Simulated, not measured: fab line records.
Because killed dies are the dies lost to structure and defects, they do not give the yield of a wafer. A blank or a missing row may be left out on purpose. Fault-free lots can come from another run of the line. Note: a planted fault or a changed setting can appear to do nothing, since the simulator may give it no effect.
Which tool was responsible? + flow n5-finfet + 36 wafers from 12 lots sampled at 5 of the route's 1938 steps

WHAT THE GAUGES READ, wafer by wafer
The record holds no reading of a measuring or inspecting step that can be judged against a usual standard deviation.

EACH LOT AND THE TOOL THAT RAN IT (in order: tool; ch and the chambers of the sampled wafers; start)
| lot  | N5_MOL_CONTACT_COAG_ETCH_110      | N5_MOL_CONTACT_COAG_PRE_CLEAN_141 | N5_MOL_CONTACT_COAG_CMP_23    | N5_MOL_CONTACT_COAG_COAT_76       | N5_PASSIVATION_PROBE_49 |
|------|-----------------------------------|-----------------------------------|-------------------------------|-----------------------------------|-------------------------|
| L687 | rie-diel-03 ch 0,1, day 5 06:29   | pvd-sputter-01, day 5 10:19       | cmp-04 ch 0,1,3, day 5 14:34  | litho-track-04 ch 0, day 5 17:59  | -                       |
| L688 | rie-diel-05 ch 0,1,3, day 5 14:05 | pvd-sputter-03, day 5 17:56       | cmp-01 ch 0,1,2, day 5 20:44  | litho-track-02 ch 0, day 6 00:43  | -                       |
| L690 | rie-diel-03 ch 1,2, day 5 21:56   | pvd-sputter-03, day 6 01:55       | cmp-01 ch 0,2,3, day 6 04:41  | litho-track-04 ch 0, day 6 08:25  | -                       |
| L691 | rie-diel-04 ch 0,1, day 6 03:07   | pvd-sputter-01, day 6 04:59       | cmp-04 ch 1,2,3, day 6 08:19  | litho-track-02 ch 0, day 6 11:36  | -                       |
| L692 | rie-diel-05 ch 1,3, day 6 11:32   | pvd-sputter-02, day 6 14:19       | cmp-04 ch 0,2, day 6 16:37    | litho-track-02 ch 0, day 6 20:29  | -                       |
| L694 | rie-diel-03 ch 1,2, day 7 02:50   | pvd-sputter-02, day 7 04:29       | cmp-04 ch 0,1,2, day 7 07:30  | litho-track-02 ch 0, day 7 11:27  | -                       |
| L695 | rie-diel-03 ch 0,3, day 7 04:41   | pvd-sputter-02, day 7 07:07       | cmp-04 ch 0,1,3, day 7 10:46  | litho-track-02 ch 0, day 7 16:22  | -                       |
| L696 | rie-diel-04 ch 1,2, day 7 10:59   | pvd-sputter-03, day 7 14:23       | cmp-04 ch 0,2,3, day 7 16:55  | litho-track-02 ch 0, day 7 20:36  | -                       |
| L697 | rie-diel-03 ch 2,3, day 7 14:35   | pvd-sputter-01, day 7 17:36       | cmp-03 ch 1,3, day 7 20:13    | litho-track-04 ch 0, day 7 23:28  | -                       |
| L698 | rie-diel-03 ch 0,2,3, day 7 23:10 | pvd-sputter-01, day 8 00:40       | cmp-01 ch 0,2,3, day 8 03:24  | litho-track-04 ch 0, day 8 07:26  | -                       |
| L704 | rie-diel-04 ch 0,3, day 9 10:07   | pvd-sputter-01, day 9 12:12       | cmp-01 ch 0,1,2, day 9 15:19  | litho-track-04 ch 0, day 9 18:34  | prober-02, day 18 03:03 |
| L708 | rie-diel-05 ch 1,2, day 10 11:20  | pvd-sputter-03, day 10 13:26      | cmp-04 ch 0,2,3, day 10 16:00 | litho-track-03 ch 0, day 10 19:17 | -                       |
- N5_MOL_CONTACT_COAG_ETCH_110: etches Si in CF4/O2, target depth 2.5 nm, time 8 s.
- N5_MOL_CONTACT_COAG_PRE_CLEAN_141: time 60 s.
- N5_MOL_CONTACT_COAG_CMP_23: polishes, stops on SiO2, t overpolish 1.5 s, target thk 0 nm.
- N5_MOL_CONTACT_COAG_COAT_76: time 60 s, resist thk 10 nm.
- N5_PASSIVATION_PROBE_49

WHAT THE TOOLS THEMSELVES READ (means of the sampled wafers that have a number; where no wafer has one, the mark that the record gives instead)
N5_MOL_CONTACT_COAG_ETCH_110. Usual: chamber-pressure-mTorr 100.00 mTorr, standard deviation 0.099; drypump-motor-current-A 5.8 A, standard deviation 0.33; oes-product-au 0.79 a.u., standard deviation 0.083; rf-vpp-V 127.7 V, standard deviation 2; showerhead-plenum-p-Torr 2.25 Torr, standard deviation 0.067; throttle-valve-pct 10.8 %, standard deviation 0.32.
| lot  | tool        | chamber-pressure-mTorr (mTorr) | drypump-motor-current-A (A) | oes-product-au (a.u.) | rf-vpp-V (V) | showerhead-plenum-p-Torr (Torr) | throttle-valve-pct (%) | flag |
|------|-------------|--------------------------------|-----------------------------|-----------------------|--------------|---------------------------------|------------------------|------|
| L687 | rie-diel-03 | 100.02                         | 5.6                         | 0.73                  | 127.7        | 2.24                            | 10.9                   |      |
| L688 | rie-diel-05 | 100.08                         | 5.7                         | 0.85                  | 128.5        | 2.28                            | 10.5                   |      |
| L690 | rie-diel-03 | 100.05                         | 5.5                         | 0.82                  | 126.7        | 2.21                            | 10.4                   |      |
| L691 | rie-diel-04 | 100.01                         | 6.4                         | 0.71                  | 128.1        | 2.29                            | 11.1                   |      |
| L692 | rie-diel-05 | 100.00                         | 5.7                         | 0.83                  | 126.2        | 2.22                            | 10.6                   |      |
| L694 | rie-diel-03 | 99.95                          | 5.5                         | 0.81                  | 126.4        | 2.20                            | 10.5                   |      |
| L695 | rie-diel-03 | 99.97                          | 5.6                         | 0.70                  | 128.4        | 2.26                            | 11.1                   |      |
| L696 | rie-diel-04 | 99.98                          | 6.2                         | 0.73                  | 127.5        | 2.24                            | 11.1                   |      |
| L697 | rie-diel-03 | 99.91                          | 5.7                         | 0.78                  | 127.3        | 2.26                            | 10.9                   |      |
| L698 | rie-diel-03 | 100.12                         | 5.6                         | 0.77                  | 127.7        | 2.28                            | 10.9                   |      |
| L704 | rie-diel-04 | 100.02                         | 6.3                         | 0.72                  | 128.3        | 2.26                            | 11.0                   |      |
| L708 | rie-diel-05 | 100.07                         | 5.5                         | 0.74                  | 130.5        | 2.28                            | 10.9                   |      |

N5_MOL_CONTACT_COAG_PRE_CLEAN_141. Usual: heater-power-w at 491 W, with a standard deviation of 42.
| lot  | tool           | heater-power-w (W) | flag |
|------|----------------|--------------------|------|
| L687 | pvd-sputter-01 | 488                |      |
| L688 | pvd-sputter-03 | 450                |      |
| L690 | pvd-sputter-03 | 482                |      |
| L691 | pvd-sputter-01 | 469                |      |
| L692 | pvd-sputter-02 | 525                |      |
| L694 | pvd-sputter-02 | 512                |      |
| L695 | pvd-sputter-02 | 556                |      |
| L696 | pvd-sputter-03 | 470                |      |
| L697 | pvd-sputter-01 | 483                |      |
| L698 | pvd-sputter-01 | 471                |      |
| L704 | pvd-sputter-01 | 472                |      |
| L708 | pvd-sputter-03 | 473                |      |

N5_MOL_CONTACT_COAG_CMP_23. Usual: motor-current-A 8.2 A, standard deviation 0.83; overpolish-run-s 1.501 s, standard deviation 0.0087; time-to-endpoint-s 10.1 s, standard deviation 2.1.
| lot  | tool   | motor-current-A (A) | overpolish-run-s (s) | time-to-endpoint-s (s) | flag |
|------|--------|---------------------|----------------------|------------------------|------|
| L687 | cmp-04 | 8.3                 | 1.502                | 10.2                   |      |
| L688 | cmp-01 | 7.7                 | 1.501                | 10.6                   |      |
| L690 | cmp-01 | 7.7                 | 1.499                | 15.1                   |      |
| L691 | cmp-04 | 7.9                 | 1.496                | 10.4                   |      |
| L692 | cmp-04 | 9.4                 | 1.500                | 10.6                   |      |
| L694 | cmp-04 | 8.9                 | 1.503                | 8.7                    |      |
| L695 | cmp-04 | 8.6                 | 1.504                | 12.2                   |      |
| L696 | cmp-04 | 8.5                 | 1.492                | 10.9                   |      |
| L697 | cmp-03 | 8.3                 | 1.504                | 11.3                   |      |
| L698 | cmp-01 | 7.9                 | 1.498                | 11.5                   |      |
| L704 | cmp-01 | 7.6                 | 1.503                | 10.5                   |      |
| L708 | cmp-04 | 8.4                 | 1.508                | 7.4                    |      |

N5_MOL_CONTACT_COAG_COAT_76. Usual: spin-speed-rpm at 1499.9 rpm, with a standard deviation of 0.97.
| lot  | tool           | spin-speed-rpm (rpm) | flag |
|------|----------------|----------------------|------|
| L687 | litho-track-04 | 1499.8               |      |
| L688 | litho-track-02 | 1500.0               |      |
| L690 | litho-track-04 | 1499.2               |      |
| L691 | litho-track-02 | 1500.3               |      |
| L692 | litho-track-02 | 1499.7               |      |
| L694 | litho-track-02 | 1499.7               |      |
| L695 | litho-track-02 | 1642.9               | OFF  |
| L696 | litho-track-02 | 1643.7               | OFF  |
| L697 | litho-track-04 | 1499.3               |      |
| L698 | litho-track-04 | 1500.2               |      |
| L704 | litho-track-04 | 1499.3               |      |
| L708 | litho-track-03 | 1500.0               |      |

N5_PASSIVATION_PROBE_49. Usual: killed_at_M0_to_M3 35, standard deviation 11; killed_at_M4_up 14, standard deviation 5.4; killed-at-contacts 12, standard deviation 6.2; killed-at-front-end 38, standard deviation 11; killed-at-other 4.1, standard deviation 2.8; killed-dies 103, standard deviation 17; killed-open 66, standard deviation 13; killed-short 34, standard deviation 8.2.
| lot  | tool      | killed_at_M0_to_M3 | killed_at_M4_up | killed-at-contacts | killed-at-front-end | killed-at-other | killed-dies | killed-open | killed-short | flag |
|------|-----------|--------------------|-----------------|--------------------|---------------------|-----------------|-------------|-------------|--------------|------|
| L704 | prober-02 | 33                 | 14              | 13                 | 55                  | 1.0             | 116         | 80          | 34           |      |

THE ANSWER, worked out from the rows above alone
Rule: a lot is off if the mean of its wafers that have a number lies more than 3 standard deviations from the usual mean. Also off: a lot with no number at a reading for which 4 or more lots have one. All remaining lots with rows at the step are treated as sound. First the gauges in route order, then the tools' own readings, where a lot's mean is used as printed above. The first step at which some lot is off is used, and at that step the reading that is off furthest; a lot without a number counts as furthest.
Off, at N5_MOL_CONTACT_COAG_COAT_76 on spin-speed-rpm: L695, L696.
A tool fits if, at that step or a process step before it, it ran every lot that is off, and no sound lot after the first of them. One candidate fits, namely litho-track-02 at N5_MOL_CONTACT_COAG_COAT_76. Its last sound lot is L694 (day 7 11:27), its first lot that is off L695 (day 7 16:22): a fault that began between those two fits.
On the lots that are off, the tool's own readings at N5_MOL_CONTACT_COAG_COAT_76 differ by more than 5 times the standard deviation of the sound lots' means, which bears it out; spin-speed-rpm reads 1643.3 rpm there versus 1499.8 rpm on the sound lots.

WHAT WAS PUT IN BY THE SIMULATOR
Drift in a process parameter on litho-track-02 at N5_MOL_CONTACT_COAG_COAT_76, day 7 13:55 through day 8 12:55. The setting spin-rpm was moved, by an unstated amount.
Lots struck among those shown: L695, L696. The rule given above showed the same thing.
